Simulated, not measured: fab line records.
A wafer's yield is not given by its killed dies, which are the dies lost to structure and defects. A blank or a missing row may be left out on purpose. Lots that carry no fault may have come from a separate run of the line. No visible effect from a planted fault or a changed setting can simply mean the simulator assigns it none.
Split-lot study + flow n5Finfet + 21 wafers read from 7 lots, route of 1938 steps

SPLIT DETAILS
At N5_BEOL_M3_COAT_67 (time 60 s, resist thk 60 nm), the setting spinRpm was moved away from the recipe's 1500 rpm on 8 of the 21 wafers read, by -10.7% to +10.5%. For the rest of the wafers, this setting stayed at what the recipe calls for.

The reading comes from the split's own step.

THE READING
SOC_of_BEOL_M3_COAT_67.thkNm (the simulator's own value, which no gauge read), in nm, at N5_BEOL_M3_COAT_67 (time 60 s, resist thk 60 nm). There is no usual value for it anywhere in the file. Across the 13 wafers here that went through the recipe, the average is 60.1 nm and the standard deviation 0.12 nm.

| wafer  | tool, chamber at the split | spinRpm as run, rpm | against the recipe | SOC_of_BEOL_M3_COAT_67.thkNm, nm | against lot-mates on the recipe |
|--------|----------------------------|---------------------|--------------------|----------------------------------|---------------------------------|
| L075.3 | lithoTrack-05, 0           | 1500                | recipe             | 60.2                             | -                               |
| L075.5 | lithoTrack-05, 0           | 1500                | recipe             | 60.2                             | -                               |
| L075.6 | lithoTrack-05, 0           | 1500                | recipe             | 60.2                             | -                               |
| L074.1 | lithoTrack-05, 0           | 1500                | recipe             | 59.8                             | -                               |
| L074.3 | lithoTrack-05, 0           | 1357                | -9.5%              | 63                               | +3.1                            |
| L074.5 | lithoTrack-05, 0           | 1500                | recipe             | 60                               | -                               |
| L076.2 | lithoTrack-05, 0           | 1500                | recipe             | 60                               | -                               |
| L076.4 | lithoTrack-05, 0           | 1500                | recipe             | 60                               | -                               |
| L076.6 | lithoTrack-05, 0           | 1500                | recipe             | 60                               | -                               |
| L077.1 | lithoTrack-05, 0           | 1339                | -10.7%             | 63.4                             | +3.3                            |
| L077.2 | lithoTrack-05, 0           | 1500                | recipe             | 60.2                             | -                               |
| L077.5 | lithoTrack-05, 0           | 1500                | recipe             | 60                               | -                               |
| L084.3 | lithoTrack-01, 0           | 1355                | -9.7%              | 63.2                             | +3.2                            |
| L084.4 | lithoTrack-01, 0           | 1355                | -9.7%              | 63.2                             | +3.2                            |
| L084.5 | lithoTrack-01, 0           | 1500                | recipe             | 60                               | -                               |
| L086.1 | lithoTrack-05, 0           | 1500                | recipe             | 60                               | -                               |
| L086.3 | lithoTrack-05, 0           | 1658                | +10.5%             | 57                               | -3.0                            |
| L086.5 | lithoTrack-05, 0           | 1658                | +10.5%             | 57                               | -3.0                            |
| L096.4 | lithoTrack-05, 0           | 1500                | recipe             | 60.2                             | -                               |
| L096.5 | lithoTrack-05, 0           | 1365                | -9.0%              | 63                               | +2.8                            |
| L096.6 | lithoTrack-05, 0           | 1365                | -9.0%              | 63.2                             | +3.0                            |

FIT RESULTS
A straight line over all 21 wafers: SOC_of_BEOL_M3_COAT_67.thkNm changes by -0.311 nm for each +1% of spinRpm; r = -1.00; the points scatter about the line by 0.14 nm.
The same after taking each lot's own level away (the mean of its wafers on the recipe; 21 wafers): -0.309 nm for each +1%; r = -1.00; scatter 0.11 nm.
Per that fit: largest spinRpm move, reading shift of 3.3 nm.
From 59.90 to 60.20 nm: that is the span of the lots' own levels, equal to 2.5 times the standard deviation above.
So the lot-to-lot level changes the slope little: the two slopes agree.
Check: with one of the wafers moved furthest among these (-10.7%) left out of the fit, the line predicts +3.39 nm for it against its lot-mates. Against them it came out at +3.3 nm.

THESE WAFERS: OTHER SPLITS
Note: prior to the reading, these wafers also went through further splits. Each is held against what the fit with the lots' levels taken away leaves over:
| other split on the same wafers            | wafers away from the commonest value | r with SOC_of_BEOL_M3_COAT_67.thkNm (lot level and that fit taken away) |
|-------------------------------------------|--------------------------------------|-------------------------------------------------------------------------|
| N5_BEOL_M0_SAQP_SPACER2_ALD_26 targetThkA | 9                                    | -0.05                                                                   |
| N5_BEOL_M1_COAT_05 spinRpm                | 4                                    | -0.29                                                                   |
| N5_BEOL_M1_ETCH_64 biasW                  | 9                                    | +0.15                                                                   |
| N5_BEOL_M1_EXPOSE_25 doseMj               | 6                                    | -0.37                                                                   |
| N5_BEOL_M2_COAT_61 spinRpm                | 5                                    | +0.06                                                                   |
| N5_BEOL_M2_DESCUM_16 timeS                | 10                                   | +0.12                                                                   |

THE FILE'S OWN FIT
SOC_of_BEOL_M3_COAT_67.thkNm changes by -0.313 nm for each +1% of spinRpm, r = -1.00.
